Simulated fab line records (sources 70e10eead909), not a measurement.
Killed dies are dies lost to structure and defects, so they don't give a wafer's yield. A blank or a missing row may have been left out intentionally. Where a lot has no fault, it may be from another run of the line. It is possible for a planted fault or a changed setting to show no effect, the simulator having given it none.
Problem report, 8D (eight disciplines) form, completed by code + flow nand_harc + the parts of the form that need people (team, actions taken, sign-off) are left out

## 1. WHAT IS WRONG
Wafers with no fault read 499.5 W with a standard deviation of 1.6, whereas rf_fwd_power_W at NHARC_A_STAIRCASE_DEP_325 reads a mean of 702.4 W on 1 wafer of 1 lot. So: +99 or more standard deviations from the usual mean.
The step: deposits SiO2, target thk 7200 nm.
The first sign was on wafer L540.3 at day 20 08:39, on pecvd-03. At this step, 36 wafers from 12 lots have a number in the record. Rule for "out" (also "out of limits"): further than 4 standard deviations from the usual mean. The rest of the wafers with a number are treated as sound.

## 2. WHAT IT IS; WHAT IT IS NOT
| question                    | is                | is not                                                                                                              |
|-----------------------------|-------------------|---------------------------------------------------------------------------------------------------------------------|
| which readings at this step | rf_fwd_power_W    | heater_power_w                                                                                                      |
| which lots                  | L540              | L533, L535, L546, L547, L548, L549, L552, L553, L554, L555, L556                                                    |
| which wafers of those lots  | L540.3            | L540.1, L540.5                                                                                                      |
| read on which tools         | pecvd-03          | pecvd-01, pecvd-02                                                                                                  |
| when                        | from day 20 08:39 | up to then (8 sound wafers); but 27 sound wafers of L546, L547, L548, L549, L552, L553, L554, L555, L556 came after |

## 3. SUSPECTS, AND WHAT RULES EACH OUT
Counting: any tool at a process step up to the reading remains a suspect provided it ran every lot that is out. Sound lots after the first of them don't rule it out here, since some wafers of a struck lot are sound.
- rie_diel-08 at NHARC_A_STAIRCASE_DESCUM_312 (chemistry O2, time 3 s): kept. L540, the lot that is out, went through it at day 19 03:31; up to then, the latest sound lot through it was L533 at day 16 22:25.
- rie_diel-08 at NHARC_A_STAIRCASE_HM_OPEN_463 (chemistry O2/COS): kept. L540, the lot that is out, went through it at day 19 05:50; up to then, the latest sound lot through it was L533 at day 17 00:38. With no start given for some of its lots, NHARC_A_STAIRCASE_HM_OPEN_463 uses the hours and lot order of NHARC_A_STAIRCASE_ALD_415.
- ald_hk-03 at NHARC_A_STAIRCASE_ALD_415 (deposits SiO2, target thk 30 nm, pulse time 6 s, ald cycles 300): kept. It ran the lot that is out, L540 (day 19 05:50).
- pecvd-03 at NHARC_A_STAIRCASE_DEP_325 (deposits SiO2, target thk 7200 nm): kept. L540, the lot that is out, went through it at day 20 08:39; up to then, the latest sound lot through it was L535 at day 18 21:23. Its own readings are out on those wafers: rf_fwd_power_W.
- Within rie_diel-08 at NHARC_A_STAIRCASE_DESCUM_312: the wafers that are out ran in chamber 0; their sound lot-mates ran in chambers 2, 3.
- Within rie_diel-08 at NHARC_A_STAIRCASE_HM_OPEN_463: the wafers that are out ran in chamber 2; their sound lot-mates ran in chambers 1, 3.
- Within ald_hk-03 at NHARC_A_STAIRCASE_ALD_415: the wafers that are out ran in chamber 0; their sound lot-mates ran in chambers 2, 3.
- The sound lot-mates ran in chamber 2 of pecvd-03 at NHARC_A_STAIRCASE_DEP_325, but the wafers that are out ran in chamber 0.
Left after counting: rie_diel-08 at NHARC_A_STAIRCASE_DESCUM_312, rie_diel-08 at NHARC_A_STAIRCASE_HM_OPEN_463, ald_hk-03 at NHARC_A_STAIRCASE_ALD_415, pecvd-03 at NHARC_A_STAIRCASE_DEP_325.

## 4. THE CAUSE (what the simulator had put in)
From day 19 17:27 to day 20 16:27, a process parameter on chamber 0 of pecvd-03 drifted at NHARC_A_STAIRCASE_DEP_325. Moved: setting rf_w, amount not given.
Of the 4 suspects that counting leaves, this tool is one.

## 5. THE EFFECT CHAIN, in route order
Rows list readings where the struck wafers' mean (over those with a number) sits beyond 3 standard deviations from the usual. Only readings for which the record gives a usual standard deviation are gone through. hours: the time from each lot's start at the first step in this table that gives one to its start at this step, as a median over the lots. sigmas: the change in usual standard deviations.
| hours | step                      | reading        | usual   | on struck wafers | change | sigmas      |
|-------|---------------------------|----------------|---------|------------------|--------|-------------|
| 0     | NHARC_A_STAIRCASE_DEP_325 | rf_fwd_power_W | 499.5 W | 702.4            | +202.9 | +99 or more |
Process steps it contains:
- NHARC_A_STAIRCASE_DEP_325: deposits SiO2, target thk 7200 nm.
Later steps that measure or inspect, where all struck wafers having a row at the step show a number for every such reading and not one has moved that far: NHARC_END_SORT_01.

## 6. WHAT WOULD HAVE CAUGHT IT SOONER
First out-of-limits reading in this record: day 20 08:39, which is 15 hours after fault onset at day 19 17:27.
